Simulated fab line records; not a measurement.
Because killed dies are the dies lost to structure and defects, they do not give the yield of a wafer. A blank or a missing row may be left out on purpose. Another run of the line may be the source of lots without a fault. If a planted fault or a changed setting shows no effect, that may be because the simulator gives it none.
Chamber matching :: flow n5Finfet :: pecvd-02 running N5_BEOL_M13_DEP_53: 3 sister chambers
The step deposits SiCN from 3MS/NH3, target thk 50 nm, time 17.8 s. 3 wafers are shown with their chamber, then 8 later ones without.

## WAFERS WITH THEIR CHAMBER
wafer: L079.1
chamber: 0
throttleValvePct (%): 18.3

wafer: L085.1
chamber: 1
throttleValvePct (%): 19.1

wafer: L086.1
chamber: 2
throttleValvePct (%): 17.6

## WAFERS MISSING THEIR CHAMBER
wafer: L086.2
throttleValvePct (%): 17.3

wafer: L086.6
throttleValvePct (%): 17.4

wafer: L088.1
throttleValvePct (%): 17.9

wafer: L088.2
throttleValvePct (%): 17.4

wafer: L088.5
throttleValvePct (%): 17.7

wafer: L094.3
throttleValvePct (%): 18.9

wafer: L094.4
throttleValvePct (%): 17.2

wafer: L094.6
throttleValvePct (%): 18.7

## THE CHAMBER EACH PASSED THROUGH
wafer: L086.2
from the rows above: 2
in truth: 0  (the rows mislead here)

wafer: L086.6
from the rows above: 2
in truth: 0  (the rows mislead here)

wafer: L088.1
from the rows above: can't be placed: 2 or 0
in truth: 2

wafer: L088.2
from the rows above: 2
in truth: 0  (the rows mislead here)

wafer: L088.5
from the rows above: can't be placed: 2 or 0
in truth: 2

wafer: L094.3
from the rows above: can't be placed: 1 or 0
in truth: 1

wafer: L094.4
from the rows above: 2
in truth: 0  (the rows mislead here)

wafer: L094.6
from the rows above: can't be placed: 0 or 1
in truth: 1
Placed correctly: 0 of 8. Can't be placed from these rows: 4 (the true chamber is among the candidates in 4). 4 placed wrongly.
How it was worked out, from the rows above alone: a wafer's distance from a chamber is the root of the sum, over the readings, of the square of ((its reading less the chamber's mean) divided by the reading's scatter). If the next closest chamber is less than 2 further off than the closest, the wafer can't be placed; otherwise it belongs to the closest. A chamber's mean is the mean of its shown wafers. The scatter: root of mean squared gap, hidden wafer to nearest shown wafer, with one shown wafer a chamber.
